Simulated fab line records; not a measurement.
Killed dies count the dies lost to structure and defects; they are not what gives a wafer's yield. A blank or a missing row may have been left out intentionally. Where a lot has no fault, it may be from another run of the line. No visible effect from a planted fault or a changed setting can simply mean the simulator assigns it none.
Code-filled problem report in 8D (eight disciplines) form | flow n5Finfet | the parts of the form that need people (team, actions taken, sign-off) are left out

1. PROBLEM STATEMENT
rawDefectCount at N5_FIN_SAQP_INSPECT_40 reads a mean of 1344 on 1 wafer of 1 lot; wafers without a fault read 226 with a standard deviation of 65. That is +17 standard deviations from the usual mean.
The step: inspects for defects (brightfield).
First seen on wafer L554.1, day 3 20:06, on defectInspect-02. The record holds 24 wafers of 8 lots with a number at this step. By rule, "out" or "out of limits" means more than 4 standard deviations away from the usual mean. The rest of the wafers with a number are treated as sound.

2. WHAT THIS IS AND IS NOT
question                    | is               | is not
which readings at this step | rawDefectCount   | -
which lots                  | L554             | L551, L563, L567, L568, L569, L570, L571
which wafers of those lots  | L554.1           | L554.3, L554.4
read on which gauges        | defectInspect-02 | defectInspect-01
when                        | from day 3 20:06 | up to then (5 sound wafers); but 18 sound wafers of L563, L567, L568, L569, L570, L571 came after

3. WHAT RULES OUT EACH SUSPECT
Counting: any tool at a process step up to the reading remains a suspect provided it ran every lot that is out. Sound lots after the first of them don't rule it out here, since some wafers of a struck lot are sound.
- the gauge at N5_FIN_SAQP_INSPECT_40 has been ruled out. All the wafers that are out were read on defectInspect-02, but those of them that N5_PASSIVATION_PROBE_49 has rows for are out there too, on other tools.
- rieSi-01 at N5_FIN_SAQP_MANDREL_ETCH_58 (etches a-Si in HBr/Cl2, stops on SiNx, target depth 45 nm, bt time 10 s, time 27 s): kept. The lot that is out, L554, ran on it at day 3 18:10; the last sound lot it ran before that was L551, at day 2 19:03.
- rieDiel-01 at N5_FIN_SAQP_ETCH_69 (etches SOC in N2/H2, stops on SiNx, target depth 150 nm): kept. The lot that is out, L554, ran on it at day 3 18:41; the last sound lot it ran before that was L551, at day 2 19:35.
- rieSi-04 at N5_FIN_SAQP_MANDREL2_REMOVE_60 (chemistry HBr/Cl2/O2, target a-Si, stops on SiNx, bt time 10 s): kept. It ran the lot that is out, L554 (day 3 19:24).
- In rieSi-01 at N5_FIN_SAQP_MANDREL_ETCH_58, the wafers that are out were processed in chamber 1 and their sound lot-mates in chambers 2, 3.
- In rieDiel-01 at N5_FIN_SAQP_ETCH_69, the wafers that are out were processed in chamber 3 and their sound lot-mates in chambers 0, 1.
- In rieSi-04 at N5_FIN_SAQP_MANDREL2_REMOVE_60, the wafers that are out were processed in chamber 0 and their sound lot-mates in chambers 1, 2.
Still standing after the count: rieSi-01 at N5_FIN_SAQP_MANDREL_ETCH_58, rieDiel-01 at N5_FIN_SAQP_ETCH_69, rieSi-04 at N5_FIN_SAQP_MANDREL2_REMOVE_60.

4. THE CAUSE (what the simulator had put in)
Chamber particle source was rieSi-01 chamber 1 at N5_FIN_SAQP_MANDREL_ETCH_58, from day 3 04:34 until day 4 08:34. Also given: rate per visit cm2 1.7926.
3 suspects survive the count, and this tool is in that group.

5. THE EFFECT CHAIN, in route order
Rows list readings where the struck wafers' mean (over those with a number) sits beyond 3 standard deviations from the usual. Readings are gone through only where the record gives a usual standard deviation; hours: the median, over the lots, of the time from a lot's start at the first step in this table giving one to that lot's start at this step; sigmas: the change measured in usual standard deviations.
hours | step                    | reading             | usual  | on struck wafers | change | sigmas
0     | N5_FIN_SAQP_INSPECT_40  | rawDefectCount      | 226    | 1344             | +1118  | +17
1     | N5_FIN_CUT_INSPECT_10   | rawDefectCount      | 42     | 1211             | +1169  | +97
1     | N5_FIN_CUT_INSPECT_17   | rawDefectCount      | 230    | 1355             | +1125  | +17
254   | N5_PASSIVATION_PROBE_49 | defectLimitedYield  | 91.3 % | 81.1             | -10.2  | -6.8
254   | N5_PASSIVATION_PROBE_49 | killedAtFrontEnd    | 39     | 148              | +109   | +8.4
254   | N5_PASSIVATION_PROBE_49 | killedDies          | 103    | 223              | +120   | +6.7
254   | N5_PASSIVATION_PROBE_49 | sort_bin_5_function | 5.2 %  | 11.5             | +6.3   | +6.3
254   | N5_PASSIVATION_PROBE_49 | sortNPass           | 1077   | 957              | -120   | -6.7
254   | N5_PASSIVATION_PROBE_49 | sortYieldPct        | 91.3 % | 81.1             | -10.2  | -6.8
Its process steps:
- N5_PASSIVATION_PROBE_49
Later measuring or inspecting steps at which every struck wafer that the step has a row for has a number for every such reading, and none has moved that far: N5_BEOL_M4_RC_MEAS_101.

6. WHAT WOULD HAVE CAUGHT IT SOONER
In this record the first reading out of limits at a measuring or inspecting step was taken at day 3 20:06, 16 hours after the fault began at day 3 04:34.
An alarm limit of 4 standard deviations would not have fired on the tool readings at N5_FIN_SAQP_MANDREL_ETCH_58 for which the record gives a usual standard deviation, since none of them was out on any struck wafer.
The start of N5_FIN_SAQP_MANDREL_ETCH_58 on rieSi-01 came by day 3 20:06 for every one of the lots that are out (1). Holding the tool at that point would not have protected any of them.
